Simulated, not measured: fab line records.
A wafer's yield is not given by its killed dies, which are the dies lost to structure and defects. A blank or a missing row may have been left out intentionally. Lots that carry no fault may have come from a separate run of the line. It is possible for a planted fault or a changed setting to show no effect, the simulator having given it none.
Chamber matching :: flow n5 finfet :: rie si-03 running N5_BEOL_M0_SAQP_MANDREL1_REMOVE_100: 4 sister chambers
The step chemistry HBr/Cl2/O2, target a-Si, stops on SiNx, bt time 10 s. 16 wafers are shown with their chamber, then 8 later ones without.

WAFERS WITH THEIR CHAMBER
wafer: L078.1
chamber: 0
throttle valve pct (%): 36.65
drypump motor current A (A): 4.9
oes_o_777_au (a.u.): 1.035

wafer: L078.3
chamber: 1
throttle valve pct (%): 36.82
drypump motor current A (A): 5.4
oes_o_777_au (a.u.): 0.997

wafer: L078.5
chamber: 0
throttle valve pct (%): 36.65
drypump motor current A (A): 4.9
oes_o_777_au (a.u.): 1.033

wafer: L079.2
chamber: 1
throttle valve pct (%): 36.85
drypump motor current A (A): 5.4
oes_o_777_au (a.u.): 0.997

wafer: L079.4
chamber: 2
throttle valve pct (%): 37.16
drypump motor current A (A): 5.8
oes_o_777_au (a.u.): 0.973

wafer: L079.5
chamber: 1
throttle valve pct (%): 36.84
drypump motor current A (A): 5.4
oes_o_777_au (a.u.): 0.994

wafer: L081.3
chamber: 0
throttle valve pct (%): 36.68
drypump motor current A (A): 4.9
oes_o_777_au (a.u.): 1.032

wafer: L081.4
chamber: 3
throttle valve pct (%): 36.52
drypump motor current A (A): 5.8
oes_o_777_au (a.u.): 1.012

wafer: L081.5
chamber: 2
throttle valve pct (%): 37.13
drypump motor current A (A): 5.8
oes_o_777_au (a.u.): 0.967

wafer: L082.2
chamber: 2
throttle valve pct (%): 37.14
drypump motor current A (A): 5.8
oes_o_777_au (a.u.): 0.958

wafer: L082.3
chamber: 3
throttle valve pct (%): 36.51
drypump motor current A (A): 5.9
oes_o_777_au (a.u.): 1.023

wafer: L082.6
chamber: 1
throttle valve pct (%): 36.85
drypump motor current A (A): 5.4
oes_o_777_au (a.u.): 0.993

wafer: L083.3
chamber: 1
throttle valve pct (%): 36.82
drypump motor current A (A): 5.3
oes_o_777_au (a.u.): 1.002

wafer: L083.4
chamber: 3
throttle valve pct (%): 36.51
drypump motor current A (A): 5.8
oes_o_777_au (a.u.): 1.012

wafer: L083.5
chamber: 0
throttle valve pct (%): 36.65
drypump motor current A (A): 4.9
oes_o_777_au (a.u.): 1.041

wafer: L086.1
chamber: 1
throttle valve pct (%): 36.84
drypump motor current A (A): 5.4
oes_o_777_au (a.u.): 0.998

SIGNATURES (means of the wafers above)
reading: throttle valve pct
chamber 0: 36.6575
chamber 1: 36.8367
chamber 2: 37.1433
chamber 3: 36.5133
scatter within a chamber: 0.0134

reading: drypump motor current A
chamber 0: 4.900
chamber 1: 5.383
chamber 2: 5.800
chamber 3: 5.833
scatter within a chamber: 0.0354

reading: oes_o_777_au
chamber 0: 1.03525
chamber 1: 0.99683
chamber 2: 0.96600
chamber 3: 1.01567
scatter within a chamber: 0.00495
Rule: distance of a wafer from a chamber = root of the sum over the readings of ((wafer's reading minus chamber's mean) / reading's scatter) squared. The wafer belongs to the nearest chamber; if the next one is less than 2 further off, it can't be placed. The scatter: take each reading less its chamber's mean, square it, sum over the shown wafers, divide by the number of wafers less the number of chambers, and take the root.

WAFERS MISSING THEIR CHAMBER
wafer: L086.2
throttle valve pct (%): 36.64
drypump motor current A (A): 4.9
oes_o_777_au (a.u.): 1.035

wafer: L086.6
throttle valve pct (%): 36.67
drypump motor current A (A): 4.9
oes_o_777_au (a.u.): 1.035

wafer: L088.1
throttle valve pct (%): 36.52
drypump motor current A (A): 5.9
oes_o_777_au (a.u.): 1.015

wafer: L088.4
throttle valve pct (%): 36.82
drypump motor current A (A): 5.4
oes_o_777_au (a.u.): 1.006

wafer: L088.5
throttle valve pct (%): 36.53
drypump motor current A (A): 5.8
oes_o_777_au (a.u.): 1.015

wafer: L089.1
throttle valve pct (%): 36.53
drypump motor current A (A): 5.9
oes_o_777_au (a.u.): 1.020

wafer: L089.3
throttle valve pct (%): 36.83
drypump motor current A (A): 5.3
oes_o_777_au (a.u.): 0.999

wafer: L089.6
throttle valve pct (%): 36.52
drypump motor current A (A): 5.9
oes_o_777_au (a.u.): 1.019

CHAMBER TAKEN BY EACH
wafer: L086.2
from the rows above: 0
in truth: 0

wafer: L086.6
from the rows above: 0
in truth: 0

wafer: L088.1
from the rows above: 3
in truth: 3

wafer: L088.4
from the rows above: 1
in truth: 1

wafer: L088.5
from the rows above: 3
in truth: 3

wafer: L089.1
from the rows above: 3
in truth: 3

wafer: L089.3
from the rows above: 1
in truth: 1

wafer: L089.6
from the rows above: 3
in truth: 3
Correct placement for 8 of the 8. Can't be placed from these rows: 0. Wrongly placed: 0.
